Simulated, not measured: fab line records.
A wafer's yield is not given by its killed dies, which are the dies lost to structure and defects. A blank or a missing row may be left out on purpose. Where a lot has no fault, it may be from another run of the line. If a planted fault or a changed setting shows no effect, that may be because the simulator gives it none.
Struck lot and sound lot, side by side / flow nand_harc / 15 steps out of a route of 1159
Sound: the wafers L632.1, L632.2, L632.6. Struck: wafers L633.1, L633.3, L633.4. The cause is named last.
Each step with rows lists, per side, the tool, then ch with its chambers, then its first start. Under that, the readings that differ: sound wafers / struck wafers / difference of the means / sigmas: that difference in standard deviations of wafers without a fault.
alike: readings with means less than 2 such deviations apart, plus words and numbers identical on both sides. not compared: withheld readings, readings lacking a value on some wafer, bounds such as >300 that could conceal the same value, and numbers that have no deviation in the record and whose values overlap.
A row with sigmas, a row that says differs or no value, or rows on one side alone: a step with any of these is where the two part. Non-overlapping numbers with no deviation appear without sigmas and do not part them. A reading missing from all wafers of one side parts the sides only when that side holds two or more wafers.

first, 1 step without rows for these wafers: NHARC_P_M0_DEVELOP_08 (develop time 35 s).
NHARC_P_M0_CD_MEAS_09: target cd 90 nm.
  sound on cd_sem-03 ch 0, day 7 00:30; struck on cd_sem-03 ch 0, day 7 07:32
  alike: cd_nm
NHARC_P_M0_OVL_MEAS_10: pitch 180 nm.
  sound on overlay-01, day 7 00:35; struck on overlay-02, day 7 07:37
  alike: overlay_x_nm, overlay_y_nm
NHARC_P_M0_INSPECT_11:
  sound on defect_inspect-01, day 7 00:38; struck on defect_inspect-02, day 7 07:40
  alike: raw_defect_count
NHARC_P_M0_DESCUM_14: chemistry O2, time 3 s.
  sound on rie_diel-13 ch 1,2,3, day 7 00:41; struck on rie_diel-06 ch 0,1,2, day 7 07:43
  alike: chamber_pressure_mTorr, drypump_motor_current_A, mfc_ar_sccm, oes_product_au, rf_vpp_V, showerhead_plenum_p_Torr, throttle_valve_pct
  not compared: rf_hours_counter_h
then, 2 steps without rows for these wafers: NHARC_P_M0_ETCH_34 (etches the open film in N2/H2, target depth 40 nm, overetch 12 nm, time 43.94 s); NHARC_P_M0_ETCH_15 (etches the open film in C4F8/Ar, target depth 150 nm, overetch 15 nm, time 82.5 s).
NHARC_P_M0_CD_MEAS_16:
  sound on cd_sem-03, day 7 00:59; struck on cd_sem-02, day 7 08:01
  alike: cd_nm
NHARC_P_M0_STRIP_18: strips in N2/H2.
  sound on rie_diel-06 ch 0,1,3, day 7 01:07; struck on rie_diel-06 ch 0,1,2, day 7 08:05
  alike: chamber_pressure_mTorr, drypump_motor_current_A, mfc_ar_sccm, oes_product_au, rf_vpp_V, showerhead_plenum_p_Torr, throttle_valve_pct
  not compared: rf_hours_counter_h
then, 1 step without rows for these wafers: NHARC_P_M0_STRIP_19 (strips in post etch residue remover, time 600 s).
NHARC_P_M0_DEGAS_28: time 60 s.
  sound on pvd_sputter-02, day 7 01:37; struck on pvd_sputter-01, day 7 08:38
  alike: heater_power_w
NHARC_P_M0_PRE_CLEAN_29: time 30 s.
  sound on pvd_sputter-02; struck on pvd_sputter-01
  alike: heater_power_w
NHARC_P_M0_PVD_20: deposits TaN, target thk 5 nm, time 8.06 s.
  sound on pvd_sputter-02, day 7 01:44; struck on pvd_sputter-01, day 7 09:08
  alike: throttle_valve_pct
NHARC_P_M0_PVD_21: deposits Cu, target thk 30 nm, time 20.49 s.
  sound on pvd_sputter-02; struck on pvd_sputter-01
  alike: throttle_valve_pct
-- the record jumps here: 13 days lie between the struck wafers' starts before and after (it left off in module P_M0 and takes up again in module END, whose first step shown is number 1159 of the route) --
NHARC_END_SORT_01:
  sound on prober-02 ch 0, day 20 15:26; struck on prober-01 ch 0, day 20 15:29
  alike: defect_limited_yield, killed_at_array, killed_at_other, killed_at_periphery, killed_dies, killed_open, killed_short, sort_bin_2_pct, sort_bin_3_pct, sort_bin_4_pct, sort_n_pass, sort_rim_yield_pct, sort_yield_pct

WHERE THEY PART
Nowhere in this record.

WHY: what had been put in by the simulator
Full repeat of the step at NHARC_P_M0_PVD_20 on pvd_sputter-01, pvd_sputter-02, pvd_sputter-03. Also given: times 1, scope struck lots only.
